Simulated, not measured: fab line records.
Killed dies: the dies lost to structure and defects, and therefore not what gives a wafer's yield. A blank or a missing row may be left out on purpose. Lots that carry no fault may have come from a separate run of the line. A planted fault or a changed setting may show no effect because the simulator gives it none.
fab line records	flow nand-harc
record lots=7	wafers=21	last-day=33
route steps=1302 shown P_GATE@155 END@1302
lots that met no fault: from a run of the same line without faults
start-h: hours from the record's opening day to when the first of the lot's shown wafers began	wait-h: hours from the lot's prior step to this one	" same as the row above	L1.1+2: a single row standing in for several wafers	- value missing, or start not given	* or withheld: withheld	< > ~ a bound
route shown NAME@n: NAME is a module with steps in the file, n the number in the route of the first one	usual: mean/standard deviation of fault-free wafers	same: alike in all rows	chamber/n: place in a boat	sites: per-site readings	_std_site: the standard deviation of these	_edge_site: outer sites' mean less inner sites'	radius-mm: for every site, how far away it sits from the centre of the wafer	mask NAME#n: copy n	behind: the most recent tool/chamber to have shaped the wafer	hold: why the lot went on hold/how many hours it stayed there/how the hold came to an end	device: transistor that didn't switch, given as n, p or np	end of line: tests run on the same wafers once the route is complete	a step with no rows: only its recipe	killed: the dies lost at the first sort to structure and to defects; this is not the yield of the wafer	map: the dies of a wafer, with x for killed, . for not killed, _ for no die there
set.NAME: the setting the step ran with; set.NAME@STEP: the setting that earlier step ran with	model.NAME: the simulator's own value behind a step, which no gauge read
certain route steps with their lots: each step a table, each wafer a row
services: a tool's chamber out of use, with start hour (start-h, from the record's first day; less than 0 if before it), hours out, and reason
## steps
# step NHARC_P_GATE_ALD_36
# recipe target-thk-a=200	pulse-time-s=60	ald-cycles=223	temp-c=400	material=SiNx
# usual heater-power-outer-w=530/54	heater-power-w=851/91	precursor-pulse-height-rel=0.999/0.021
lot.wafer	tool	chamber	start-h	wait-h	heater-power-outer-w	heater-power-w	precursor-pulse-height-rel	since-wet-clean-h
L791.2	ald-sin-04	0	96.52	-	529	909	1.023	10
L791.6	"	3	99.71	-	640	982	1.003	-
L791.5	"	0	100.77	-	541	892	0.982	-
L794.4	ald-sin-03	1	127.02	-	475	806	1.002	119
L794.3	"	2	128.07	-	569	889	0.981	120
L794.6	"	0	130.16	-	504	819	1.021	-
L795.1	ald-sin-01	1	141.57	-	560	968	0.996	93
L795.4	"	0	144.71	-	528	775	0.967	96
L795.5	"	2	146.80	-	448	685	0.980	-
L796.4	ald-sin-03	2	149.17	-	557	880	0.997	142
L796.1	"	0	151.28	-	485	826	1.010	144
L796.6	"	1	152.33	-	484	819	1.021	-
L799.2	ald-sin-04	1	183.77	-	515	831	1.006	97
L799.3	"	2	185.19	-	612	993	0.987	98
L799.6	"	1	188.04	-	520	826	1.033	-
L805.4	ald-sin-01	2	244.51	-	463	715	1.007	18
L805.2	"	3	245.56	-	488	846	0.980	19
L805.6	"	3	249.75	-	494	818	0.980	-
L814.3	ald-sin-01	3	326.56	-	496	808	0.971	100
L814.2	"	0	327.61	-	544	781	1.000	101
L814.4	"	1	328.66	-	558	980	1.017	102
# step NHARC_P_GATE_ETCHBACK_37
# recipe target-depth-a=345	time-s=17.2	chf3-flow-sccm=50	o2-flow-sccm=10	ar-flow-sccm=200	rf-w=500	bias-w=200	chemistry=CHF3/O2
# step NHARC_P_GATE_STRIP_101
# recipe time-s=20	o2-flow-sccm=500	ar-flow-sccm=0	bias-w=0	chemistry=O2
# usual drypump-motor-current-A=5.7/0.44	oes-product-au=0.999/0.0078	rf-vpp-V=57.6/0.94	showerhead-plenum-p-Torr=3.47/0.12	throttle-valve-pct=17.037/0.0089
lot.wafer	tool	chamber	start-h	wait-h	drypump-motor-current-A	oes-product-au	rf-hours-counter-h	rf-vpp-V	showerhead-plenum-p-Torr	throttle-valve-pct
L791.2	rie-diel-13	3	105.11	0.1	6.2	1.003	6.7	56.2	3.56	17.045
L791.6	"	0	"	"	5.8	0.994	-	57.3	3.43	17.032
L791.5	"	1	"	"	4.9	1.013	-	57.2	3.40	17.045
L794.4	rie-diel-13	2	134.47	0.1	6.2	1.004	7.7	56.5	3.38	17.027
L794.3	"	0	"	"	5.8	0.998	6.8	58.6	3.43	17.029
L794.6	"	3	"	"	6.3	0.999	-	58.3	3.56	17.022
L795.4	rie-diel-02	0	151.12	0.1	5.6	1.008	7.1	58.3	3.65	17.035
L795.1	"	1	"	"	5.9	0.995	5.9	56.6	3.32	17.021
L795.5	"	1	"	"	5.9	1.000	-	56.0	3.32	17.023
L796.1	rie-diel-13	2	157.71	0.1	6.2	1.004	9.8	57.4	3.38	17.040
L796.4	"	0	"	"	5.8	0.992	8.0	56.8	3.43	17.035
L796.6	"	3	"	"	6.2	0.997	-	57.7	3.56	17.047
L799.2	rie-diel-13	1	195.58	0.1	4.9	1.008	1.0	58.2	3.39	17.030
L799.3	"	3	"	"	6.3	1.004	1.5	58.8	3.56	17.034
L799.6	"	1	"	"	4.9	1.010	-	58.2	3.39	17.053
L805.2	rie-diel-02	2	254.07	0.1	5.3	0.992	0.6	56.6	3.33	17.023
L805.4	"	3	"	"	5.8	0.988	0.7	57.1	3.61	17.048
L805.6	"	2	"	"	5.3	0.992	-	57.1	3.33	17.041
L814.2	rie-diel-13	2	335.07	0.1	6.2	1.009	8.7	57.6	3.38	17.043
L814.3	"	3	"	"	6.2	0.994	9.0	57.0	3.55	17.033
L814.4	"	0	"	"	5.8	1.006	8.9	56.7	3.43	17.046
# step NHARC_P_GATE_PRECLEAN_97
# recipe time-s=600	temp-c=120	chemistry=SPM
# step NHARC_P_GATE_SRD_98
# step NHARC_P_GATE_PRECLEAN_99
# recipe time-s=*	temp-c=50	bath-age-min=0	chemistry=SC1
# step NHARC_P_GATE_SRD_100
# step NHARC_P_GATE_DEHYDRATE_38
# recipe temp-c=150	time-s=120
# step NHARC_P_GATE_HMDS_39
# recipe time-s=30
# step NHARC_P_GATE_COAT_40
# recipe spin-rpm=3000
# step NHARC_P_GATE_SOFTBAKE_41
# recipe temp-c=122	time-s=95
# step NHARC_P_GATE_EBR_42
# step NHARC_P_GATE_EXPOSE_43
# recipe na=0.6	target-cd-nm=720	dose-mj=14.81	mask-id=P_NSD
# usual exposure-dose-mJ-cm2=14.806/0.014
lot.wafer	tool	chamber	start-h	wait-h	mask	exposure-dose-mJ-cm2	model.P_GATE.overlay-x-nm
L791.2	krf-scanner-01	0	105.75	-	P_NSD#0	14.800	-2.881
L791.5	"	0	"	"	P_NSD#0	14.794	-2.881
L791.6	"	0	"	"	P_NSD#0	14.821	-2.881
L794.3	krf-scanner-01	0	135.12	-	P_NSD#0	14.830	-118.7
L794.4	"	0	"	"	P_NSD#0	14.819	-118.7
L794.6	"	0	"	"	P_NSD#0	14.816	-118.7
L795.1	krf-scanner-01	0	151.88	-	P_NSD#0	14.789	-125
L795.4	"	0	"	"	P_NSD#0	14.798	-125
L795.5	"	0	"	"	P_NSD#0	14.792	-125
L796.1	krf-scanner-04	0	158.47	-	P_NSD#0	14.803	-10.06
L796.4	"	0	"	"	P_NSD#0	14.798	-10.06
L796.6	"	0	"	"	P_NSD#0	14.810	-10.06
L799.2	krf-scanner-01	0	196.36	-	P_NSD#0	14.806	-112.8
L799.3	"	0	"	"	P_NSD#0	14.814	-112.8
L799.6	"	0	"	"	P_NSD#0	14.806	-112.8
L805.2	krf-scanner-04	0	254.71	-	P_NSD#0	14.809	0.9503
L805.4	"	0	"	"	P_NSD#0	14.800	0.9503
L805.6	"	0	"	"	P_NSD#0	14.803	0.9503
L814.2	krf-scanner-03	0	335.71	-	P_NSD#0	14.812	-9.804
L814.3	"	0	"	"	P_NSD#0	14.806	-9.804
L814.4	"	0	"	"	P_NSD#0	14.790	-9.804
# step NHARC_P_GATE_PEB_44
# recipe peb-temp-c=118	peb-time-s=85
# step NHARC_P_GATE_DEVELOP_45
# recipe time-s=70
# step NHARC_P_GATE_CD_MEAS_46
# recipe target-cd-nm=720	landing-energy-ev=500
# usual cd-nm=719.6/1.4
lot.wafer	tool	chamber	start-h	wait-h	cd-nm
L791.2	cd-sem-03	0	105.90	-	718.8
L791.5	"	0	"	"	720.9
L791.6	"	0	"	"	717.7
L794.3	cd-sem-02	0	135.28	-	719.8
L794.4	"	0	"	"	720.0
L794.6	"	0	"	"	719.5
L795.1	cd-sem-03	0	152.04	-	721.6
L795.4	"	0	"	"	723.0
L795.5	"	0	"	"	721.2
L796.1	cd-sem-03	0	158.62	-	720.0
L796.4	"	0	"	"	719.7
L796.6	"	0	"	"	719.8
L799.2	cd-sem-02	0	196.51	-	720.3
L799.3	"	0	"	"	721.2
L799.6	"	0	"	"	719.7
L805.2	cd-sem-03	0	254.86	-	721.0
L805.4	"	0	"	"	720.7
L805.6	"	0	"	"	722.0
L814.2	cd-sem-01	0	335.87	-	720.3
L814.3	"	0	"	"	719.5
L814.4	"	0	"	"	719.4
# step NHARC_P_GATE_HARDBAKE_47
# recipe temp-c=125	time-s=80
# step NHARC_P_GATE_DESCUM_48
# recipe time-s=3	o2-flow-sccm=200	ar-flow-sccm=0	bias-power-w=0	chemistry=O2
# usual drypump-motor-current-A=5.7/0.49	oes-product-au=1.001/0.0068	rf-vpp-V=57.6/0.91	showerhead-plenum-p-Torr=1.89/0.058	throttle-valve-pct=11.311/0.0085
# same bias-power-w=0
lot.wafer	tool	chamber	start-h	wait-h	drypump-motor-current-A	oes-product-au	rf-hours-counter-h	rf-vpp-V	showerhead-plenum-p-Torr	throttle-valve-pct
L791.2	rie-diel-13	3	106.09	-	6.2	1.020	6.7	58.1	1.93	11.304
L791.6	"	0	"	"	5.8	0.998	-	58.2	1.86	11.295
L791.5	"	1	"	"	4.9	1.020	-	57.4	1.84	11.323
L794.4	rie-diel-09	3	135.46	-	5.9	1.010	6.9	59.1	1.91	11.304
L794.3	"	0	"	"	5.0	1.004	6.3	58.3	1.97	11.305
L794.6	"	1	"	"	6.2	1.008	-	57.5	1.95	11.314
L795.4	rie-diel-09	1	152.20	-	6.2	0.999	0	58.1	1.95	11.318
L795.1	"	3	"	"	5.9	1.015	0	57.5	1.91	11.311
L795.5	"	1	"	"	6.2	1.010	-	56.8	1.95	11.309
L796.1	rie-diel-02	0	158.80	-	5.6	0.997	7.3	57.0	1.99	11.314
L796.6	"	0	"	"	5.6	1.007	-	59.0	1.98	11.319
L796.4	"	2	"	"	5.3	0.999	-	58.7	1.80	11.316
L799.3	rie-diel-13	0	196.68	-	5.8	0.989	1.5	57.4	1.86	11.314
L799.2	"	2	"	"	6.2	1.009	1.0	57.3	1.83	11.307
L799.6	"	3	"	"	6.3	0.999	-	58.3	1.93	11.307
L805.4	rie-diel-13	1	255.02	-	4.9	0.996	3.7	57.0	1.83	11.306
L805.2	"	0	"	"	5.8	0.999	5.2	57.0	1.86	11.306
L805.6	"	2	"	"	6.2	1.008	-	58.8	1.83	11.307
L814.3	rie-diel-13	0	336.02	-	5.8	0.993	8.9	55.8	1.85	11.300
L814.2	"	1	"	"	4.8	1.003	7.7	56.2	1.83	11.305
L814.4	"	3	"	"	6.3	0.997	9.0	58.1	1.93	11.305
# step NHARC_P_GATE_IMPLANT_49
# recipe energy-kev=30	dose-cm2=3e+15	tilt-deg=7
# step NHARC_P_GATE_STRIP_111
# recipe power-w=1500	temp-c=110	time-s=250	chemistry=N2/H2
# usual drypump-motor-current-A=5.56/0.12	heater-power-w=92/6.9	temp-c=110.00/0.13
lot.wafer	tool	chamber	start-h	wait-h	drypump-motor-current-A	heater-power-w	rf-hours-counter-h	temp-c
L791.2	plasma-asher-02	1	106.42	0.2	5.67	104	4	109.92
L791.5	"	1	"	"	5.62	101	-	109.85
L791.6	"	0	"	"	5.80	99	-	110.02
L794.4	plasma-asher-01	0	135.90	0.2	5.42	90	-	110.01
L794.3	"	1	"	"	5.54	92	-	109.95
L794.6	"	0	"	"	5.42	89	-	109.97
L795.1	plasma-asher-02	1	162.01	0.2	5.64	104	14	110.13
L795.4	"	1	"	"	5.64	104	-	110.08
L795.5	"	1	"	"	5.62	104	-	109.95
L796.1	plasma-asher-01	1	162.30	0.3	5.55	91	36	109.89
L796.4	"	1	"	"	5.58	92	-	110.08
L796.6	"	0	"	"	5.42	86	-	109.89
L799.2	plasma-asher-01	1	197.04	0.2	5.58	91	4	109.92
L799.3	"	0	"	"	5.44	86	-	110.12
L799.6	"	1	"	"	5.57	91	-	109.76
L805.2	plasma-asher-01	0	255.43	0.2	5.40	87	15	110.20
L805.4	"	1	"	"	5.55	90	-	109.92
L805.6	"	1	"	"	5.56	89	-	110.11
L814.2	plasma-asher-01	0	336.63	0.2	5.44	85	34	110.12
L814.4	"	0	"	"	5.45	85	-	110.03
L814.3	"	1	"	"	5.52	89	-	109.82
# step NHARC_P_GATE_STRIP_75
# recipe power-w=1500	temp-c=250	chemistry=O2
# step NHARC_P_GATE_STRIP_50
# recipe time-s=900	temp-c=130	chemistry=SPM
# step NHARC_P_GATE_DEHYDRATE_51
# recipe temp-c=150	time-s=120
# step NHARC_P_GATE_HMDS_52
# recipe time-s=30
# step NHARC_P_GATE_COAT_53
# recipe spin-rpm=3000
# step NHARC_P_GATE_SOFTBAKE_54
# recipe temp-c=122	time-s=95
# step NHARC_P_GATE_EBR_55
# step NHARC_P_GATE_EXPOSE_56
# recipe na=0.6	target-cd-nm=720	dose-mj=14.81	mask-id=P_PSD
# step NHARC_P_GATE_PEB_57
# recipe peb-temp-c=118	peb-time-s=85
# step NHARC_P_GATE_DEVELOP_58
# recipe time-s=70
# step NHARC_P_GATE_CD_MEAS_59
# recipe target-cd-nm=720	landing-energy-ev=500
# usual cd-nm=720.2/1.5
lot.wafer	tool	chamber	start-h	wait-h	cd-nm
L791.2	cd-sem-03	0	107.54	-	722.7
L791.5	"	0	"	"	721.7
L791.6	"	0	"	"	722.5
L794.3	cd-sem-02	0	137.03	-	719.2
L794.4	"	0	"	"	717.1
L794.6	"	0	"	"	719.9
L795.1	cd-sem-02	0	163.19	-	722.1
L795.4	"	0	"	"	718.9
L795.5	"	0	"	"	719.5
L796.1	cd-sem-02	0	163.53	-	721.6
L796.4	"	0	"	"	720.2
L796.6	"	0	"	"	719.9
L799.2	cd-sem-02	0	198.26	-	719.0
L799.3	"	0	"	"	723.3
L799.6	"	0	"	"	721.7
L805.2	cd-sem-02	0	256.61	-	721.3
L805.4	"	0	"	"	719.2
L805.6	"	0	"	"	721.6
L814.2	cd-sem-03	0	337.86	-	719.6
L814.3	"	0	"	"	720.2
L814.4	"	0	"	"	717.8
# step NHARC_P_GATE_HARDBAKE_60
# recipe temp-c=125	time-s=80
# step NHARC_P_GATE_DESCUM_61
# recipe time-s=3	o2-flow-sccm=200	ar-flow-sccm=0	bias-power-w=0	chemistry=O2
# usual drypump-motor-current-A=5.6/0.44	oes-product-au=0.998/0.0077	rf-vpp-V=57.6/0.94	showerhead-plenum-p-Torr=1.89/0.07	throttle-valve-pct=11.311/0.0086
# same bias-power-w=0
lot.wafer	tool	chamber	start-h	wait-h	drypump-motor-current-A	oes-product-au	rf-hours-counter-h	rf-vpp-V	showerhead-plenum-p-Torr	throttle-valve-pct
L791.2	rie-diel-09	0	107.72	-	5.0	1.004	4.6	58.7	1.97	11.312
L791.6	"	2	"	"	5.2	0.988	-	56.5	1.92	11.297
L791.5	"	3	"	"	5.8	0.999	-	57.1	1.91	11.315
L794.3	rie-diel-09	2	137.20	-	5.1	0.990	5.7	57.3	1.92	11.317
L794.4	"	0	"	"	5.0	1.009	6.3	58.4	1.97	11.315
L794.6	"	2	"	"	5.2	1.001	-	58.1	1.92	11.299
L795.4	rie-diel-13	2	163.35	-	6.2	1.007	9.9	57.0	1.83	11.304
L795.1	"	1	"	"	4.9	1.002	8.5	56.7	1.84	11.316
L795.5	"	3	"	"	6.3	1.007	-	58.3	1.93	11.328
L796.1	rie-diel-02	2	163.70	-	5.3	0.993	8.5	57.4	1.80	11.313
L796.6	"	0	"	"	5.6	0.994	-	57.9	1.98	11.322
L796.4	"	3	"	"	5.8	0.990	-	57.6	1.96	11.328
L799.2	rie-diel-02	0	198.45	-	5.6	0.996	8.3	58.8	1.98	11.306
L799.3	"	1	"	"	5.8	0.996	6.2	57.5	1.79	11.305
L799.6	"	2	"	"	5.2	1.000	-	57.8	1.80	11.320
L805.2	rie-diel-02	2	256.77	-	5.3	0.998	0.7	57.8	1.80	11.314
L805.4	"	3	"	"	5.8	1.006	0.7	58.7	1.96	11.313
L805.6	"	3	"	"	5.8	1.000	-	58.3	1.96	11.306
L814.4	rie-diel-13	1	338.02	-	4.9	1.002	7.7	57.2	1.83	11.317
L814.3	"	2	"	"	6.2	0.998	8.8	59.0	1.83	11.292
L814.2	"	0	"	"	5.8	1.001	8.9	56.2	1.85	11.313
# step NHARC_P_GATE_IMPLANT_62
# recipe energy-kev=20	dose-cm2=3e+15	tilt-deg=7
# step NHARC_P_GATE_STRIP_112
# recipe power-w=1500	temp-c=110	time-s=200	chemistry=N2/H2
# step NHARC_P_GATE_STRIP_76
# recipe power-w=1500	temp-c=250	chemistry=O2
# step NHARC_P_GATE_STRIP_63
# recipe time-s=900	temp-c=130	chemistry=SPM
# step NHARC_P_GATE_DEHYDRATE_83
# recipe temp-c=150	time-s=120
# step NHARC_P_GATE_HMDS_84
# recipe time-s=30
# step NHARC_P_GATE_COAT_85
# recipe spin-rpm=3000
# step NHARC_P_GATE_SOFTBAKE_86
# recipe temp-c=122	time-s=95
# step NHARC_P_GATE_EBR_87
# step NHARC_END_SORT_01
# recipe temp-c=25
# usual killed-at-array=50/17	killed-at-other=0.7/1	killed-at-periphery=3.4/2.4	killed-dies=54/17	killed-open=3.3/1.7	killed-short=2.5/1.6
# same gross-dies=677
lot.wafer	tool	chamber	start-h	wait-h	killed-at-array	killed-at-other	killed-at-periphery	killed-dies	killed-open	killed-short
L791.2	prober-02	0	567.85	2.8	94	0	2	96	4	4
L791.5	prober-02	0	570.20	3.6	71	0	0	71	3	2
L791.6	prober-02	0	570.99	3.9	53	0	1	54	1	5
L794.3	prober-01	0	587.74	3.1	21	1	186	208	4	0
L794.4	prober-01	0	588.55	3.4	17	1	192	210	7	2
L794.6	prober-01	0	590.18	4.1	21	0	173	194	2	2
L795.1	prober-01	0	612.27	2.5	54	2	217	273	7	3
L795.4	prober-01	0	614.65	3.4	46	2	228	276	3	0
L795.5	prober-01	0	615.44	3.7	77	0	219	296	1	2
L799.2	prober-02	0	681.87	2.8	50	1	141	192	2	1
L799.3	prober-02	0	682.67	3.1	53	1	153	207	5	7
L799.6	prober-02	0	685.07	4.0	51	1	136	188	6	3
# killed by level:class
L791.2 A_SLIT:chamber-film-flake=28 A_CHANNEL_HOLE_D1:chamber-film-flake=26 A_CHANNEL_HOLE_D2:chamber-film-flake=21 A_STAIRCASE:chamber-film-flake=7 A_CONTACT:chamber-film-flake=3 A_WL_FILL:geometric-particle:short=2 A_CHANNEL_FILL_D2:chamber-film-flake=2 P_M0:geometric-particle:open=1
L791.5 A_CHANNEL_HOLE_D1:chamber-film-flake=23 A_CHANNEL_HOLE_D2:chamber-film-flake=20 A_SLIT:chamber-film-flake=14 A_CONTACT:chamber-film-flake=5 A_STAIRCASE:chamber-film-flake=4 A_CHANNEL_FILL_D1:geometric-particle:open=1 A_DECK1_JOINT:geometric-particle:open=1 A_SGD_CUT:geometric-particle:short=1
L791.6 A_SLIT:chamber-film-flake=17 A_CHANNEL_HOLE_D1:chamber-film-flake=11 A_CHANNEL_HOLE_D2:chamber-film-flake=9 A_CONTACT:chamber-film-flake=4 A_STAIRCASE:chamber-film-flake=3 A_BLC:chamber-film-flake=2 A_ONON_D1:geometric-particle:short=1 A_CHANNEL_HOLE_D1:geometric-particle:short=1
L794.3 P_GATE:overlay=183 A_CHANNEL_HOLE_D1:chamber-film-flake=6 A_STAIRCASE:chamber-film-flake=5 A_CHANNEL_HOLE_D2:chamber-film-flake=4 A_ZERO_WELL:chamber-film-flake=2 P_GATE:geometric-particle:open=1 P_CONTACT:geometric-particle:open=1 A_CONTACT:geometric-particle:open=1
L794.4 P_GATE:overlay=185 A_CHANNEL_HOLE_D2:chamber-film-flake=5 P_M0:geometric-particle:open=3 P_M2:chamber-film-flake=3 A_STAIRCASE:chamber-film-flake=3 A_DECK1_JOINT:chamber-film-flake=2 A_CONTACT:chamber-film-flake=2 P_M1:geometric-particle:short=1
L794.6 P_GATE:overlay=170 A_CHANNEL_HOLE_D2:chamber-film-flake=10 A_M0:geometric-particle:open=2 A_CONTACT:chamber-film-flake=2 P_M0:geometric-particle:short=1 A_BLC:geometric-particle:short=1 P_CONTACT:chamber-film-flake=1 P_M2:chamber-film-flake=1
L795.1 P_GATE:overlay=208 A_SLIT:chamber-film-flake=18 A_CHANNEL_HOLE_D1:chamber-film-flake=14 A_CHANNEL_HOLE_D2:chamber-film-flake=9 P_GATE:chamber-film-flake=8 A_CHANNEL_FILL_D1:geometric-particle:open=3 A_CONTACT:chamber-film-flake=2 THIN_TSV:chamber-film-flake=2
L795.4 P_GATE:overlay=223 A_CHANNEL_HOLE_D1:chamber-film-flake=15 A_SLIT:chamber-film-flake=14 A_CHANNEL_HOLE_D2:chamber-film-flake=9 P_GATE:chamber-film-flake=4 THIN_TSV:chamber-film-flake=2 A_CHANNEL_FILL_D1:geometric-particle:open=1 A_CHANNEL_FILL_D2:geometric-particle:open=1
L795.5 P_GATE:overlay=216 A_CHANNEL_HOLE_D1:chamber-film-flake=36 A_SLIT:chamber-film-flake=26 A_CHANNEL_HOLE_D2:chamber-film-flake=11 P_GATE:chamber-film-flake=3 A_CHANNEL_FILL_D1:geometric-particle:open=1 A_CHANNEL_FILL_D1:geometric-particle:short=1 A_CHANNEL_FILL_D2:geometric-particle:short=1
L799.2 P_GATE:overlay=136 A_SLIT:chamber-film-flake=32 A_CHANNEL_HOLE_D1:chamber-film-flake=4 A_CHANNEL_HOLE_D2:chamber-film-flake=4 A_CHANNEL_FILL_D2:chamber-film-flake=4 P_STI:chamber-film-flake=3 A_STAIRCASE:chamber-film-flake=2 A_WL_FILL:chamber-film-flake=2
L799.3 P_GATE:overlay=147 A_SLIT:chamber-film-flake=24 A_CHANNEL_HOLE_D1:chamber-film-flake=6 A_CONTACT:chamber-film-flake=4 P_STI:chamber-film-flake=3 A_CHANNEL_HOLE_D2:chamber-film-flake=3 A_CHANNEL_FILL_D2:geometric-particle:short=2 A_DECK1_JOINT:chamber-film-flake=2
L799.6 P_GATE:overlay=129 A_SLIT:chamber-film-flake=30 A_CHANNEL_HOLE_D2:chamber-film-flake=7 A_CONTACT:chamber-film-flake=4 P_STI:chamber-film-flake=3 A_CHANNEL_HOLE_D1:chamber-film-flake=3 A_M1:chamber-film-flake=2 P_STI:geometric-particle:short=1
# map L794.4 (x killed, . not)
____________.____________
_________x..x.xx_________
_______x..x...x..._______
______x.x.......x..______
_____.xx.....x...x.._____
____x.....xx.........____
____.x....xx.x.....xx____
___xx...xxx.x...x...x.___
___...x..x...x....x...___
__....xxx...x...x......__
__...x...x......x...xx.__
_.....x......x.x.......x_
_..x.x..x..x...xx.x..xxx_
_....xxx.x.x.x...x..x..._
_......x...............x_
_....x.x....x...x......x_
...x.xx.x..x...xx..x.....
x.x........x...xx.x...xx.
x....x..x.....x.....x.x.x
xx.x...x.......x..x..x..x
.x.x.....xxx...x..x.xx...
_x..x.....xx...xx......._
_.x.x..x...x..x...xxx..x_
_.x..x....x...x........x_
_x.x...x......x.x..x.x.x_
_.x...x.x.......x.x...xx_
__.xx.x.x......xxxx.x.x__
__xxxxx..x....x...xxx.x__
___.xx.....x...x....x.___
___..x.....xx.xx....x.___
____xxx.x.xx........x____
____xxx.x.x..x....x..____
_____.xx.x...x.x..xx_____
______x....x.......______
_______......xx.x._______
_________.x....x_________
____________x____________
# map L795.5 (x killed, . not)
____________x____________
_________x.xxx.._________
_______..........x_______
______.x.........x.______
_____.......x...xxxx_____
____....xx.x.......xx____
____.xx.....x..x..x.x____
___..x..x.....x.x.x.x.___
___xxx..x..x.x.x.xx.xx___
__x.....x.x...x.....xx.__
__....x...x..x......x.x__
_.x.x.x.....x.x.x....xxx_
_..........x.x.xxxxx...x_
_..x.xx...x...x.x.x...x._
_..x.x.x.....x.....x.x.._
_.x.x.x...x..xxxx.x....x_
x..x..xx..xx.x....xx..xx.
x....x.x.x...xxx.xx.xx.x.
.xxx.x...x....xxxx.x.xx..
x.x...x..x.........x.x.xx
xxxx.x.x..x..xx..x..x...x
_..xxxxxx.x.x.xxx...x..._
_..xxxxx..xx.xx....xxx.._
_xxxxxxxx.xxx...x.xx...._
_..xxxxxxx.x.xx.....xx.._
_..xxxxxx.xx...x.x..xxx._
__xxxx.xxx....x..xx.xxx__
__.x.xxxx.....x..xxxx.x__
___xxxx..xx..x.x.xxxxx___
___.....x..xxx.xxx.x..___
____.x..x....xx.x.x.x____
____....x..x.xxxxx.x.____
_____..x...xxxx....x_____
______.x.x.xxxxxx.x______
_______....xxxxxx._______
_________.x.xxx._________
____________.____________
## services
tool	chamber	start-h	hours	kind
rie-diel-13	-	89.51	0.5	repair
krf-scanner-01	-	92.79	0.6	repair
krf-scanner-01	-	140.00	4.0	pm
rie-diel-02	1	141.18	7.1	repair
rie-diel-09	-	143.10	9.0	pm
rie-diel-02	1	156.02	16.4	repair
rie-diel-13	-	165.00	9.0	pm
plasma-asher-01	-	165.11	9.0	pm
rie-diel-02	3	171.10	1.5	repair
rie-diel-02	1	182.21	2.4	repair
rie-diel-09	-	210.56	2.0	repair
rie-diel-02	-	216.70	9.0	pm
rie-diel-09	-	228.74	0.5	repair
rie-diel-13	1	242.72	8.6	repair
rie-diel-13	3	262.99	15.8	repair
rie-diel-02	3	274.27	21.3	repair
krf-scanner-01	-	274.52	20.5	repair
rie-diel-02	2	287.09	22.8	repair
rie-diel-13	3	292.77	2.9	repair
rie-diel-13	2	295.12	15.4	repair
rie-diel-13	0	295.13	13.1	repair
rie-diel-09	0	306.56	7.1	repair
krf-scanner-01	-	312.00	4.0	pm
rie-diel-13	1	314.96	4.5	repair
## key
first-sign step=NHARC_END_SORT_01	reading=killed-at-periphery	direction=up	sigmas=75	usual=3.4	struck=182.8
effect step=NHARC_END_SORT_01	reading=killed-dies	direction=up	sigmas=10	usual=54	struck=227
model-effect step=NHARC_P_GATE_EXPOSE_43	value=P_GATE.overlay-x-nm	without=-1.238	struck=-118.9
more-kills-born-at NHARC_P_GATE_EXPOSE_43@krf-scanner-01=1597
met-at NHARC_P_GATE_EXPOSE_43
struck-wafers L794.3,L794.4,L794.6,L795.1,L795.4,L795.5,L799.2,L799.3,L799.6
tester-left-out L794,L795,L799
onset-between 105.75 135.12
fault kind=scanner-matching-overlay	tool=krf-scanner-01	chamber=-	onset-h=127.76	steps=NHARC_P_GATE_EXPOSE_43	offset=-117.62
# tester-left-out: of these lots the tester's yield and bins aren't shown, on N5 and GAA mostly nor the transistor test; their killed dies are dies lost to structure and defects alone, not to doping, threshold or leakage, so they don't give the yield
